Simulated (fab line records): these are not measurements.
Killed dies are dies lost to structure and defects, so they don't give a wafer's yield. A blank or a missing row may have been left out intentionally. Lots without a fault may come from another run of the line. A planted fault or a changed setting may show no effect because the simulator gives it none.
Chamber matching	flow n5_finfet	N5_BEOL_M0_ETCH_109 on rie_diel-01: 4 sister chambers
The step etches SiCN in CH3F/O2, target depth 8 nm, overetch 2.4 nm, time 27.4 s. 16 wafers are shown with their chamber, then 8 later ones without.

WAFERS PAIRED WITH THEIR CHAMBERS
wafer	chamber	drypump_motor_current_A (A)	showerhead_plenum_p_Torr (Torr)	throttle_valve_pct (%)
L074.1	2	5.6	2.06	16.17
L074.2	3	4.8	2.02	15.82
L074.5	1	5.5	2.06	16.18
L078.1	0	5.7	2.08	16.24
L078.3	3	4.8	2.01	15.82
L078.4	2	5.6	2.05	16.18
L081.1	0	5.6	2.08	16.25
L081.3	3	4.8	2.01	15.83
L081.6	1	5.6	2.05	15.76
L086.3	1	5.5	2.05	15.78
L086.4	0	5.6	2.08	16.29
L086.5	1	5.5	2.05	15.80
L088.1	1	5.5	2.05	15.79
L088.2	0	5.7	2.08	16.30
L088.5	1	5.5	2.05	15.81
L094.2	3	4.8	2.00	15.89

SIGNATURES (averages over the wafers above)
reading	chamber 0	chamber 1	chamber 2	chamber 3	scatter within a chamber
drypump_motor_current_A	5.650	5.517	5.600	4.800	0.0391
showerhead_plenum_p_Torr	2.0800	2.0517	2.0550	2.0100	0.00527
throttle_valve_pct	16.2700	15.8533	16.1750	15.8400	0.106
Rule: a wafer lies at a distance from a chamber equal to the root of the sum of squares, over the readings, of (its reading less the chamber's mean, divided by the reading's scatter). If the next closest chamber is less than 2 further off than the closest, the wafer can't be placed; otherwise it belongs to the closest. The scatter is the square root of a quotient: the sum, over the shown wafers, of each reading's squared deviation from its chamber's mean, divided by wafers minus chambers.

WAFERS WITHOUT THEIR CHAMBER
wafer	drypump_motor_current_A (A)	showerhead_plenum_p_Torr (Torr)	throttle_valve_pct (%)
L094.3	5.6	2.04	16.25
L094.4	5.6	2.04	15.83
L096.1	5.6	2.04	16.27
L096.3	5.6	2.07	16.36
L096.5	4.8	2.00	15.93
L097.2	4.8	2.00	15.92
L097.4	5.6	2.04	16.28
L097.5	5.6	2.04	16.28

CHAMBER TAKEN BY EACH
wafer	from the rows above	in truth
L094.3	can't be placed: 2 or 1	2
L094.4	can't be placed: 1 or 2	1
L096.1	can't be placed: 2 or 1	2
L096.3	can't be placed: 0 or 2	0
L096.5	3	3
L097.2	3	3
L097.4	2	2
L097.5	2	2
Placed correctly: 4 of 8. From these rows, 4 cannot be placed; in 4 the true chamber is one of the candidates. Wrongly placed: 0.
